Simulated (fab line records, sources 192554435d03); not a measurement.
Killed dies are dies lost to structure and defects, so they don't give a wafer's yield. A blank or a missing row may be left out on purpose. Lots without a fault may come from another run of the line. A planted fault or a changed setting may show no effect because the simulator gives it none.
Chamber matching | flow n5_finfet | N5_BEOL_M7_VIA_ETCH_34 on rie_diel-05: 4 sister chambers
The step etches SiCOH lowk in C4F6/O2, target depth 125.5 nm, time 50.5 s. 8 wafers are shown with their chamber, then 8 later ones without.

WAFERS WITH THEIR CHAMBER
wafer  | chamber | throttle_valve_pct (%) | showerhead_plenum_p_Torr (Torr)
L076.3 | 2       | 20.82                  | 2.89
L083.3 | 0       | 21.36                  | 2.93
L083.5 | 1       | 21.01                  | 2.71
L083.6 | 3       | 20.57                  | 2.74
L084.2 | 3       | 20.59                  | 2.74
L084.5 | 0       | 21.36                  | 2.93
L084.6 | 1       | 21.02                  | 2.71
L093.2 | 2       | 20.86                  | 2.87

WAFERS WITHOUT THEIR CHAMBER
wafer  | throttle_valve_pct (%) | showerhead_plenum_p_Torr (Torr)
L093.3 | 20.60                  | 2.73
L093.4 | 21.36                  | 2.92
L094.1 | 21.06                  | 2.70
L094.4 | 21.38                  | 2.92
L094.5 | 20.61                  | 2.73
L096.1 | 20.86                  | 2.87
L096.5 | 20.61                  | 2.73
L096.6 | 20.87                  | 2.87

WHICH CHAMBER EACH WENT THROUGH
wafer  | from the rows above | in truth
L093.3 | 3                   | 3
L093.4 | 0                   | 0
L094.1 | 1                   | 1
L094.4 | 0                   | 0
L094.5 | 3                   | 3
L096.1 | 2                   | 2
L096.5 | 3                   | 3
L096.6 | 2                   | 2
Placed correctly: 8 of 8. Can't be placed from these rows: 0. Placed wrongly: 0.
How it was worked out, from the rows above alone: a wafer's distance from a chamber is the root of the sum, over the readings, of the square of ((its reading less the chamber's mean) divided by the reading's scatter). The wafer belongs to the nearest chamber; if the next one is less than 2 further off, it can't be placed. A chamber's mean is the mean of its shown wafers. The scatter: the root of (the sum of the squares of (reading less its chamber's mean) over the shown wafers, divided by (wafers less chambers)).
